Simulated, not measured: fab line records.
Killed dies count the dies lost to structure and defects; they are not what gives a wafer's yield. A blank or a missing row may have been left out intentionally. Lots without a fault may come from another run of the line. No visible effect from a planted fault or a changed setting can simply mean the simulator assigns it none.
Which tool is to blame? | flow n5_finfet | 8 lots, 24 wafers sampled, at 8 steps of a route of 1938

WHAT THE GAUGES READ, wafer by wafer
N5_BEOL_M0_SAQP_CD_MEAS_14: target cd 42.5 nm. Usual: cd_nm reads 42.5 nm (standard deviation 0.31).
lot  | measured     | on        | cd_nm (nm)     | flag
L595 | day 6 08:32  | cd_sem-02 | 42.3 42.3 42.3 |
L596 | day 6 16:38  | cd_sem-01 | 42.4 42.3 42.9 |
L601 | day 8 07:30  | cd_sem-03 | 42.8 42.6 42.4 |
L605 | day 9 02:01  | cd_sem-01 | 42.2 41.9 42.3 |
L608 | day 9 17:56  | cd_sem-02 | 42.7 42.6 42.4 |
L609 | day 10 02:28 | cd_sem-01 | 42.8 42.4 43.0 |
L610 | day 10 06:28 | cd_sem-02 | 42.4 42.6 42.8 |
L612 | day 10 16:50 | cd_sem-01 | 42.3 42.4 42.5 |

N5_BEOL_M0_SAQP_INSPECT_16: inspects for defects (brightfield). Usual: raw_defect_count reads 508 (standard deviation 120).
lot  | measured     | on                | raw_defect_count | flag
L595 | day 6 08:35  | defect_inspect-02 | 415 389 505      |
L596 | day 6 16:41  | defect_inspect-01 | 384 520 460      |
L601 | day 8 07:34  | defect_inspect-01 | 410 451 423      |
L605 | day 9 02:04  | defect_inspect-02 | 394 1500 477     |
L608 | day 9 17:59  | defect_inspect-02 | 418 401 602      |
L609 | day 10 02:31 | defect_inspect-02 | 494 560 429      |
L610 | day 10 06:31 | defect_inspect-01 | 470 464 413      |
L612 | day 10 16:53 | defect_inspect-01 | 534 673 694      |

N5_BEOL_M0_SAQP_INSPECT_42: inspects for defects (brightfield). Usual: raw_defect_count reads 299 (standard deviation 96).
lot  | measured     | on                | raw_defect_count | flag
L595 | day 6 13:47  | defect_inspect-02 | 199 237 241      |
L596 | day 6 20:43  | defect_inspect-02 | 209 254 246      |
L601 | day 8 11:57  | defect_inspect-01 | 199 224 335      |
L605 | day 9 06:02  | defect_inspect-02 | 275 1412 414     | OFF
L608 | day 9 22:44  | defect_inspect-01 | 216 316 326      |
L609 | day 10 07:02 | defect_inspect-01 | 373 437 343      |
L610 | day 10 10:22 | defect_inspect-02 | 310 244 272      |
L612 | day 10 21:37 | defect_inspect-01 | 445 416 415      |

N5_BEOL_M0_CUTY_INSPECT_59: inspects for defects (macro). Usual: raw_defect_count reads 2.0 (standard deviation 1.5).
lot  | measured     | on                | raw_defect_count | flag
L595 | day 6 15:49  | defect_inspect-01 | 4 0 1            |
L596 | day 6 22:20  | defect_inspect-02 | 4 5 1            |
L601 | day 8 13:39  | defect_inspect-02 | 1 2 2            |
L605 | day 9 07:27  | defect_inspect-02 | 3 >300 1         |
L608 | day 10 00:18 | defect_inspect-02 | 0 5 0            |
L609 | day 10 08:30 | defect_inspect-01 | 1 1 0            |
L610 | day 10 11:46 | defect_inspect-02 | 4 0 1            |
L612 | day 10 23:11 | defect_inspect-01 | 2 3 2            |

N5_BEOL_M4_RC_MEAS_101. Usual: DIBL_N 36.3 mV/V, standard deviation 1.4; DIBL_P 36.2 mV/V, standard deviation 1.5; IOFF_N 0.160 nA/um, standard deviation 0.021; IOFF_P 0.211 nA/um, standard deviation 0.027; ION_N 676 uA/um, standard deviation 7.7; ION_P 463 uA/um, standard deviation 5.5; SS_N 71.4 mV/dec, standard deviation 0.57; SS_P 73.3 mV/dec, standard deviation 0.58; VT_N 249.3 mV, standard deviation 2.5; VT_P -250.1 mV, standard deviation 2.6.
lot  | measured     | on        | DIBL_N (mV/V)  | DIBL_P (mV/V)  | IOFF_N (nA/um)    | IOFF_P (nA/um)    | ION_N (uA/um) | ION_P (uA/um) | SS_N (mV/dec)  | SS_P (mV/dec)  | VT_N (mV)         | VT_P (mV)            | flag
L595 | day 8 21:04  | prober-02 | 37.4 35.2 37.5 | 38.7 35.6 38.4 | 0.190 0.150 0.201 | 0.217 0.176 0.208 | 691 671 688   | 466 457 466   | 71.3 70.5 71.4 | 72.6 72.5 72.7 | 247.0 248.2 245.2 | -251.9 -253.0 -251.5 |
L596 | day 9 00:44  | prober-02 | 34.6 36.3 37.5 | 34.4 36.7 37.7 | 0.129 0.158 0.168 | 0.152 0.173 0.185 | 674 669 671   | 452 454 449   | 71.2 71.3 72.1 | 73.3 74.3 74.0 | 254.6 249.1 251.6 | -257.9 -257.4 -253.5 |
L601 | day 11 04:47 | prober-01 | 34.8 37.6 35.2 | 33.4 37.7 33.9 | 0.129 0.172 0.131 | 0.172 0.227 0.173 | 665 680 677   | 459 464 459   | 71.0 71.2 71.1 | 72.6 73.9 72.5 | 253.6 246.5 250.5 | -249.8 -248.4 -249.7 |
L605 | day 11 09:58 | prober-01 | 36.1 36.5 36.4 | 35.9 35.2 35.9 | 0.178 0.171 0.180 | 0.230 0.226 0.238 | 679 679 681   | 475 467 464   | 72.0 71.3 71.5 | 74.0 73.6 73.9 | 245.3 245.6 246.9 | -247.7 -244.8 -247.4 |
L608 | day 12 01:40 | prober-02 | 36.1 36.1 35.0 | 35.1 34.6 33.8 | 0.162 0.162 0.150 | 0.204 0.194 0.184 | 672 681 680   | 465 463 463   | 71.2 71.5 70.9 | 72.9 73.4 72.8 | 248.7 248.9 250.5 | -249.9 -252.3 -251.6 |
L609 | day 12 19:37 | prober-02 | 35.0 35.2 38.0 | 34.3 34.6 37.7 | 0.146 0.144 0.191 | 0.194 0.202 0.251 | 679 667 679   | 467 462 467   | 70.6 70.2 70.8 | 72.6 72.6 73.4 | 249.2 249.8 243.9 | -249.9 -249.2 -248.9 |
L610 | day 12 12:07 | prober-02 | 35.1 35.0 34.2 | 33.6 34.5 33.2 | 0.140 0.153 0.135 | 0.178 0.185 0.174 | 667 680 668   | 459 460 455   | 70.2 71.4 70.4 | 72.8 73.0 72.7 | 251.3 246.7 249.4 | -250.3 -255.1 -253.7 |
L612 | day 13 12:47 | prober-01 | 36.7 34.1 34.5 | 38.9 35.2 36.2 | 0.172 0.128 0.141 | 0.245 0.191 0.199 | 678 662 671   | 468 462 461   | 71.2 70.9 70.6 | 73.8 72.5 73.5 | 248.6 250.9 251.8 | -249.6 -248.4 -251.2 |

TOOL THAT RAN EACH LOT (tool first, then ch and the chambers of the sampled wafers, then the start)
lot  | N5_MOL_CONTACT_COAG_CMP_52    | N5_BEOL_M0_SAQP_PECVD_97        | N5_BEOL_M0_SAQP_STRIP_86
L595 | cmp-03 ch 0,2,3, day 6 03:55  | pecvd-02 ch 1,2, day 6 07:55    | rie_diel-02 ch 0,1,2, day 6 09:05
L596 | cmp-04 ch 1,3, day 6 11:32    | pecvd-04 ch 0,1,2, day 6 16:08  | rie_diel-02 ch 0,1, day 6 17:06
L601 | cmp-03 ch 0,2,3, day 7 22:21  | pecvd-04 ch 0,1, day 8 06:53    | rie_diel-03 ch 0,1, day 8 08:01
L605 | cmp-03 ch 2,3, day 8 20:36    | pecvd-04 ch 0,1, day 9 01:24    | rie_diel-03 ch 0,1, day 9 02:29
L608 | cmp-02 ch 0,2,3, day 9 11:56  | pecvd-01 ch 0,1,2, day 9 17:25  | rie_diel-02 ch 0,2,3, day 9 18:52
L609 | cmp-03 ch 1,2, day 9 20:50    | pecvd-01 ch 0,1,2, day 10 01:50 | rie_diel-03 ch 0,1, day 10 02:55
L610 | cmp-04 ch 0,1,3, day 10 02:07 | pecvd-02 ch 0,1,2, day 10 05:58 | rie_diel-03 ch 0,3, day 10 06:56
L612 | cmp-04 ch 1,2,3, day 10 09:58 | pecvd-02 ch 0,2, day 10 16:20   | rie_diel-03 ch 1,3, day 10 17:34
- N5_MOL_CONTACT_COAG_CMP_52: polishes, stops on SiO2, t overpolish 1.5 s, target thk 66.5 nm.
- N5_BEOL_M0_SAQP_PECVD_97: deposits SiNx from SiH4/NH3/N2, target thk 23 nm, time 19.9 s.
- N5_BEOL_M0_SAQP_STRIP_86: strips in N2/H2.

WHAT THE TOOLS THEMSELVES READ (means of the sampled wafers that have a number; where no wafer has one, the mark that the record gives instead)
N5_MOL_CONTACT_COAG_CMP_52. Usual: motor_current_A 12.6 A, standard deviation 1.3; overpolish_run_s 1.499 s, standard deviation 0.0087; time_to_endpoint_s 13.3 s, standard deviation 2.4.
lot  | tool   | motor_current_A (A) | overpolish_run_s (s) | time_to_endpoint_s (s) | flag
L595 | cmp-03 | 12.9                | 1.500                | 16.8                   |
L596 | cmp-04 | 13.7                | 1.499                | 14.0                   |
L601 | cmp-03 | 13.1                | 1.497                | 12.9                   |
L605 | cmp-03 | 13.4                | 1.502                | 16.2                   |
L608 | cmp-02 | 11.2                | 1.496                | 11.2                   |
L609 | cmp-03 | 12.7                | 1.502                | 10.7                   |
L610 | cmp-04 | 12.5                | 1.497                | 13.2                   |
L612 | cmp-04 | 14.1                | 1.500                | 12.3                   |

N5_BEOL_M0_SAQP_PECVD_97. Usual: heater_power_w 546 W, standard deviation 75; showerhead_plenum_p_Torr 5.14 Torr, standard deviation 0.067; throttle_valve_pct 40.0 %, standard deviation 2.6.
lot  | tool     | heater_power_w (W) | showerhead_plenum_p_Torr (Torr) | throttle_valve_pct (%) | flag
L595 | pecvd-02 | 503                | 5.13                            | 40.6                   |
L596 | pecvd-04 | 582                | 5.19                            | 38.6                   |
L601 | pecvd-04 | 596                | 5.22                            | 38.0                   |
L605 | pecvd-04 | 611                | 5.21                            | 38.1                   |
L608 | pecvd-01 | 545                | 5.16                            | 39.9                   |
L609 | pecvd-01 | 570                | 5.16                            | 39.9                   |
L610 | pecvd-02 | 544                | 5.10                            | 41.1                   |
L612 | pecvd-02 | 597                | 5.06                            | 41.6                   |

N5_BEOL_M0_SAQP_STRIP_86. Usual: drypump_motor_current_A 5.8 A, standard deviation 0.52; oes_product_au 0.83 a.u., standard deviation 0.085; rf_vpp_V 122.3 V, standard deviation 1.5; showerhead_plenum_p_Torr 3.42 Torr, standard deviation 0.1; throttle_valve_pct 18.72 %, standard deviation 0.21.
lot  | tool        | drypump_motor_current_A (A) | oes_product_au (a.u.) | rf_vpp_V (V) | showerhead_plenum_p_Torr (Torr) | throttle_valve_pct (%) | flag
L595 | rie_diel-02 | 5.7                         | 0.77                  | 121.8        | 3.37                            | 18.92                  |
L596 | rie_diel-02 | 6.0                         | 0.75                  | 121.6        | 3.45                            | 18.97                  |
L601 | rie_diel-03 | 6.3                         | 0.80                  | 122.3        | 3.41                            | 18.62                  |
L605 | rie_diel-03 | 6.3                         | 0.79                  | 122.3        | 3.41                            | 18.64                  |
L608 | rie_diel-02 | 5.3                         | 0.75                  | 121.5        | 3.40                            | 18.84                  |
L609 | rie_diel-03 | 6.0                         | 0.85                  | 120.5        | 3.35                            | 18.48                  |
L610 | rie_diel-03 | 5.8                         | 0.90                  | 122.0        | 3.38                            | 18.64                  |
L612 | rie_diel-03 | 6.0                         | 0.83                  | 121.3        | 3.42                            | 18.81                  |

THE ANSWER, worked out from the rows above alone
Rule: take the mean of a lot's wafers that have a number; if it is more than 3 standard deviations from the usual mean, the lot is off. Also off: a lot with no number at a reading for which 4 or more lots have one. All remaining lots with rows at the step are treated as sound. Order of review: gauges by route order, followed by the tools' own readings, for which a lot's mean as printed above is used. The first step at which some lot is off is used, and at that step the reading that is off furthest; a lot without a number counts as furthest.
Off: L605, at N5_BEOL_M0_SAQP_INSPECT_42 (raw_defect_count).
A tool fits if, at a process step before that reading, it ran every lot that is off, and no sound lot after the first of them. The gauges at N5_BEOL_M0_SAQP_INSPECT_42 are tried like those tools. One fits: pecvd-04 at N5_BEOL_M0_SAQP_PECVD_97. A fault onset in the window from L601 (day 8 06:53, its last sound lot) to L605 (day 9 01:24, its first lot off) fits.

WHAT HAD BEEN PUT IN BY THE SIMULATOR
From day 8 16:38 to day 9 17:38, pecvd-04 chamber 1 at N5_BEOL_M0_SAQP_PECVD_97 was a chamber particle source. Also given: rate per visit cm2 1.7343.
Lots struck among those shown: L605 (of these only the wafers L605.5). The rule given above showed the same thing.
